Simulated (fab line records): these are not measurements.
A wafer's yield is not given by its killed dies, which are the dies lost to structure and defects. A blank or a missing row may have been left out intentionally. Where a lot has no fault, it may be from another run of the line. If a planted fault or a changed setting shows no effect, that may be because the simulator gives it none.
A lot that was struck, set against a sound lot | flow n5Finfet | 38 steps out of a route of 1938
Sound: the wafers L483.1, L483.2, L483.5. Struck: wafer L488.4 (L488.2, L488.3, from the same lot, were not struck and are left out); the cause is given at the end.
Order at every step that has rows: each side's tool, ch and its chambers, its first start. Under that, the readings that differ: sound wafers | struck wafers | difference of the means | sigmas: that difference in standard deviations of wafers without a fault.
alike: same words and numbers on both sides, and readings whose means sit less than 2 such deviations apart. not compared: any withheld reading, any reading some wafer has no value for, any bound like >300 that may hide the same value, and any number with overlapping values for which the record gives no deviation.
The two part at a step that has a row with sigmas, a row that says differs or no value, or rows on one side only. Non-overlapping numbers with no deviation appear without sigmas and do not part them. A reading that every wafer of one side lacks parts them only if that side has two wafers or more.

first, 9 steps without rows for these wafers: N5_BEOL_M14_SOFTBAKE_23 (time 60 s); N5_BEOL_M14_EXPOSE_25 (exposes mask M14, target cd 280 nm); N5_BEOL_M14_PEB_26 (peb time 90 s); N5_BEOL_M14_DEVELOP_27 (develop time 45 s); N5_BEOL_M14_HARDBAKE_32 (time 120 s); N5_BEOL_M14_DESCUM_33 (chemistry O2, time 7.9 s); N5_BEOL_M14_ETCH_67 (etches SiARC in CF4, target depth 143 nm, time 238.3 s); N5_BEOL_M14_ETCH_68 (etches SOC in N2/H2, time 450 s); N5_BEOL_M14_STRIP_69 (strips in N2/H2).
N5_BEOL_M14_TRENCH_ETCH_34: etches SiO2 in C4F8/O2/Ar, target depth 556.65 nm, time 126.9 s.
  sound on rieDiel-04 ch 2,3, day 12 07:06; struck on rieDiel-04 ch 1, day 14 19:07
reading                 | sound             | struck | difference | sigmas
rfVppV (V)              | 2265 2247 2264    | 2203   | -56        | -2
model.etch.depthNm (nm) | 537.4 554.2 539.9 | 394.1  | -149.7     | 
  alike: drypumpMotorCurrentA, oesProductAu, showerheadPlenumPTorr, throttleValvePct
  not compared: rfHoursCounterH
then, 1 step without rows for these wafers: N5_BEOL_M14_STRIP_70 (strips in C4F8/O2/Ar).
N5_BEOL_M14_OCD_MEAS_35:
  sound on ocd-02 at day 12 07:15; struck on ocd-02 at day 14 19:16
reading            | sound       | struck | difference | sigmas
trenchDepthNm (nm) | 538 554 540 | 394    | -150       | -12
then, 11 steps without rows for these wafers: N5_BEOL_M14_STRIP_37 (strips in O2); N5_BEOL_M14_ETCH_38 (etches SiCN in CF4/N2, target depth 106.5 nm, time 120.6 s); N5_BEOL_M14_PRECLEAN_39 (cleans in residue remover, time 60 s); N5_BEOL_M14_SRD_40 (time 30 s, dry time 30 s); N5_BEOL_M14_DEGAS_41 (time 60 s); N5_BEOL_M14_PRE_CLEAN_42 (time 30 s); N5_BEOL_M14_SPUTTER_43 (material TaN, target thk 15 nm, time 24.19 s); N5_BEOL_M14_SPUTTER_44 (material Ta, target thk 15 nm, time 24.19 s); N5_BEOL_M14_SPUTTER_45 (material Cu, target thk 100 nm, time 16.67 s); N5_BEOL_M14_ECD_47 (material Cu, target thk 1248 nm); N5_BEOL_M14_ANNEAL_48 (time 90 s).
N5_BEOL_M14_CMP_49: polishes, stops on SiO2, t overpolish 5.2 s, target thk 560 nm.
  sound on cmp-03 ch 0,3, day 12 09:40; struck on cmp-03 ch 3, day 14 20:39
reading                                | sound             | struck | difference | sigmas
model.Cu_of_BEOL_M14_ECD_47.thkNm (nm) | 540.2 556.6 542.8 | 394.8  | -151.7     | 
  alike: barrierFieldEndpointS, edgeZonePressureFrac, motorCurrentA, overpolishRunS, slurryFilterDpKPa, timeToEndpointS
N5_BEOL_M14_THK_MEAS_50: measures by xrf.
  sound on filmMetro-01 at day 12 09:57; struck on filmMetro-02 at day 14 20:56
reading      | sound       | struck | difference | sigmas
M14_THK (nm) | 531 545 533 | 386    | -150       | -13
then, 2 steps without rows for these wafers: N5_BEOL_M14_PRE_CLEAN_52 (time 15 s); N5_BEOL_M14_DEP_53 (deposits SiCN from 3MS/NH3, target thk 50 nm, time 17.8 s).
N5_BEOL_M14_RS_MEAS_54: uses a four-point probe to measure.
  sound on filmMetro-02 at day 12 10:05; struck on filmMetro-02 at day 14 21:04
reading         | sound                | struck | difference | sigmas
M14_RS (ohm/sq) | 0.0344 0.0334 0.0343 | 0.0476 | +0.0136    | +18
then, 9 steps without rows for these wafers: N5_BEOL_M15_ILD_DEP_00 (deposits SiO2 from TEOS/O2, target thk 1629.3 nm, time 346.1 s); N5_BEOL_M15_COAT_58 (time 60 s, resist thk 89 nm); N5_BEOL_M15_COAT_04 (resist thk 800 nm); N5_BEOL_M15_EBR_06; N5_BEOL_M15_SOFTBAKE_05 (time 60 s); N5_BEOL_M15_EXPOSE_07 (exposes mask V14); N5_BEOL_M15_PEB_08 (peb time 90 s); N5_BEOL_M15_DEVELOP_09 (develop time 45 s); N5_BEOL_M15_HARDBAKE_14 (time 120 s).
N5_BEOL_M15_RC_MEAS_101:
  sound on prober-01 ch 0, day 12 15:58; struck on prober-01 ch 0, day 15 04:00
reading                    | sound             | struck | difference | sigmas
SERP_M14 (ohm/um)          | 0.170 0.160 0.168 | 0.230  | +0.064     | +14
SERP_M14_max_site (ohm/um) | 0.171 0.161 0.170 | 0.233  | +0.066     | +14
  alike: etestTempC, COMB_M10, COMB_M11, COMB_M12, COMB_M13, COMB_M15, COMB_M15_max_site, COMB_M5, COMB_M5_max_site, COMB_M6, COMB_M7, COMB_M8, COMB_M9, SERP_M10, SERP_M11, SERP_M12, SERP_M13, SERP_M5, SERP_M6, SERP_M7, SERP_M8, SERP_M9

## WHERE THEY PART
Earliest at N5_BEOL_M14_TRENCH_ETCH_34; latest, in this record, at N5_BEOL_M15_RC_MEAS_101.

WHY: whatever the simulator had introduced
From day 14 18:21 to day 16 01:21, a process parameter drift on rieDiel-04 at N5_BEOL_M14_TRENCH_ETCH_34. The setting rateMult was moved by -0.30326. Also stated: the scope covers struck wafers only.
